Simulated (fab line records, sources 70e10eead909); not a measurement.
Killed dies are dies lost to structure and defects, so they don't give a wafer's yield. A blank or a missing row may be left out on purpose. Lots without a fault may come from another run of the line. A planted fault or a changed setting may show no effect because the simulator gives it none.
Chamber matching | flow nand_harc | NHARC_A_WL_FILL_ALD_19 on ald_metal-02: 4 sister chambers
The step deposits TiN, target thk 2 nm, pulse time 3 s, ald cycles 100. 22 wafers are shown with their chamber, then 11 later ones without.

WAFERS WITH THEIR CHAMBER
wafer  | chamber | heater_power_w (W) | precursor_pulse_height_rel
L074.1 | 1       | 1276               | 1.019
L074.3 | 0       | 1135               | 0.975
L074.4 | 0       | 1120               | 0.956
L074.2 | 2       | 1139               | 0.978
L074.5 | 1       | 1242               | 0.969
L074.6 | 2       | 1129               | 0.986
L079.2 | 3       | 1044               | 1.014
L079.3 | 1       | 1284               | 0.986
L079.5 | 3       | 1060               | 0.957
L081.1 | 1       | 1275               | 0.999
L081.2 | 3       | 1038               | 0.962
L081.5 | 2       | 1176               | 0.974
L085.1 | 2       | 1168               | 0.999
L085.4 | 1       | 1284               | 1.002
L085.6 | 3       | 1071               | 0.997
L088.1 | 1       | 1191               | 1.033
L088.2 | 0       | 1249               | 1.017
L088.6 | 1       | 1238               | 1.007
L088.3 | 3       | 1009               | 1.011
L088.4 | 2       | 1139               | 1.038
L088.5 | 0       | 1276               | 0.991
L092.1 | 2       | 1133               | 1.024

SIGNATURES (means of the wafers above)
reading                    | chamber 0 | chamber 1 | chamber 2 | chamber 3 | scatter within a chamber
heater_power_w             | 1195.00   | 1255.71   | 1147.33   | 1044.40   | 40.8
precursor_pulse_height_rel | 0.98475   | 1.00214   | 0.99983   | 0.98820   | 0.0246
Rule: a wafer's distance from a chamber is the root of the sum, over the readings, of the square of ((its reading less the chamber's mean) divided by the reading's scatter). The wafer belongs to the nearest chamber; if the next one is less than 2 further off, it can't be placed. The scatter: the root of (the sum of the squares of (reading less its chamber's mean) over the shown wafers, divided by (wafers less chambers)).

WAFERS WITHOUT THEIR CHAMBER
wafer  | heater_power_w (W) | precursor_pulse_height_rel
L092.4 | 1247               | 0.993
L092.5 | 1150               | 1.012
L091.2 | 1126               | 0.979
L091.4 | 1248               | 1.015
L091.5 | 1305               | 1.006
L095.2 | 1137               | 0.996
L095.3 | 1280               | 0.999
L095.6 | 1126               | 1.029
L094.1 | 1268               | 1.006
L094.2 | 1178               | 1.023
L094.4 | 1240               | 1.029

WHICH CHAMBER EACH WENT THROUGH
wafer  | from the rows above          | in truth
L092.4 | can't be placed: 1 or 0      | 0
L092.5 | can't be placed: 2 or 0      | 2
L091.2 | can't be placed: 2 or 0 or 3 | 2
L091.4 | can't be placed: 1 or 0 or 2 | 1
L091.5 | can't be placed: 1 or 0      | 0
L095.2 | can't be placed: 2 or 0 or 3 | 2
L095.3 | can't be placed: 1 or 0      | 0
L095.6 | can't be placed: 2 or 0 or 3 | 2
L094.1 | can't be placed: 1 or 0      | 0
L094.2 | can't be placed: 2 or 0 or 1 | 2
L094.4 | can't be placed: 1 or 0 or 2 | 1
Placed correctly: 0 of 11. Can't be placed from these rows: 11 (the true chamber is among the candidates in 11). Placed wrongly: 0.
